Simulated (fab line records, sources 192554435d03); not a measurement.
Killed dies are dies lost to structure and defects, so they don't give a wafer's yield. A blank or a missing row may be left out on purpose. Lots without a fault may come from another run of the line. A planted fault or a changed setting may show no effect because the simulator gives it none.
One fault seen from 2 desks | flow n5_finfet | each desk has only its own numbers; what lay behind them comes last

THE METROLOGY DESK
What the gauges read, lot by lot, whatever tool the lot ran on: means of the sampled wafers that have a number. A lot is out of limits, marked OUT, if its mean lies more than 4 standard deviations from the usual mean; the brackets give that distance.
Columns: A = PASS_OPEN_OVL at N5_PASSIVATION_OVL_MEAS_66, usual 0 nm
lot  | first seen here | A
L921 | day 13 20:26    | -2
L920 | day 14 01:45    | -1
L924 | day 14 07:36    | 1
L923 | day 14 08:14    | 3
L922 | day 14 22:41    | 1
L925 | day 15 14:17    | -5
L927 | day 15 14:29    | 1
L929 | day 16 12:35    | -6
L932 | day 16 13:13    | 0
L936 | day 18 00:59    | -1
L938 | day 18 16:29    | 5
L942 | day 19 10:02    | 5
This desk's finding: nothing out of limits on any of the 12 lots.

THE TOOL OWNER'S DESK: rie_metal-02
The tool's own readings at N5_HKMG_FIN_ETCHBACK_68 (etches the open film in Cl2/Ar, stops on HfO2, target depth 0.5 nm): means of the sampled wafers that have a number, for each lot that ran on this tool. A lot is out of limits, marked OUT, if its mean lies more than 4 standard deviations from the usual mean; the brackets give that distance.
Columns: A = drypump_motor_current_A at N5_HKMG_FIN_ETCHBACK_68, usual 5.6 A; B = mfc_ar_sccm at N5_HKMG_FIN_ETCHBACK_68, usual 59.99 sccm; C = oes_product_au at N5_HKMG_FIN_ETCHBACK_68, usual 0.73 a.u.; D = throttle_valve_pct at N5_HKMG_FIN_ETCHBACK_68, usual 20.97 %
lot  | first seen here | A   | B     | C    | D
L920 | day 4 09:36     | 5.4 | 59.99 | 0.72 | 21.10
L921 | day 4 13:17     | 5.8 | 59.88 | 0.79 | 21.01
L922 | day 4 21:01     | 5.8 | 60.13 | 0.79 | 21.01
L924 | day 5 08:29     | 5.8 | 60.26 | 0.78 | 21.00
L936 | day 8 04:52     | 5.5 | 60.04 | 0.71 | 21.11
L938 | day 8 17:37     | 6.1 | 60.08 | 0.82 | 20.94
This desk's finding: nothing out of limits on any of the 6 lots.

PUT TOGETHER
The metrology desk saw nothing out of limits.
The tool owner's desk saw nothing out of limits.

WHAT THE SIMULATOR HAD PUT IN
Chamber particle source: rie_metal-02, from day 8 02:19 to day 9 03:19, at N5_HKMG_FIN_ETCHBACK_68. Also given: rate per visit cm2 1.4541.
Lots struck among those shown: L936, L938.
